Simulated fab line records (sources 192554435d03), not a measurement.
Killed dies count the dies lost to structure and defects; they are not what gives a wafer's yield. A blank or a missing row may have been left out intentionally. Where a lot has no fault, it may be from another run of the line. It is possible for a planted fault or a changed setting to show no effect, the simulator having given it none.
Chamber matching ; flow n5 finfet ; 4 sister chambers for N5_HKMG_FIN_ALD_74 on ald hk-02
The step deposits La2O3, target thk 0.5 nm, pulse time 6 s, co reactant pulse time 1 s. 4 wafers are shown with their chamber, then 11 later ones without.

WAFERS, EACH WITH ITS CHAMBER
wafer;chamber;heater power w (W)
L086.5;2;362
L087.2;3;404
L088.6;0;352
L091.2;1;376

WAFERS WITH NO CHAMBER GIVEN
wafer;heater power w (W)
L091.5;357
L091.6;372
L094.1;371
L094.3;351
L094.4;360
L095.2;402
L095.5;346
L095.6;365
L097.1;369
L097.5;361
L097.6;372

THE CHAMBER EACH PASSED THROUGH
wafer;from the rows above;in truth
L091.5;can't be placed: 0 or 2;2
L091.6;can't be placed: 1 or 2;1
L094.1;can't be placed: 1 or 2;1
L094.3;0;0
L094.4;can't be placed: 2 or 0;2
L095.2;3;3
L095.5;0;0
L095.6;can't be placed: 2 or 1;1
L097.1;can't be placed: 1 or 2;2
L097.5;can't be placed: 2 or 0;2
L097.6;can't be placed: 1 or 2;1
Correctly placed: 3 of 11. Unplaceable from these rows: 8, with the true chamber sitting among the candidates in 8. Placed wrongly: 0.
How it was worked out, from the rows above alone: a wafer's distance from a chamber is the root of the sum, over the readings, of the square of ((its reading less the chamber's mean) divided by the reading's scatter). If the next closest chamber is less than 2 further off than the closest, the wafer can't be placed; otherwise it belongs to the closest. The mean given for a chamber averages the wafers shown for that chamber. The scatter: with one shown wafer a chamber, the root of the mean of the squares of how far each hidden wafer lies from its nearest shown one.
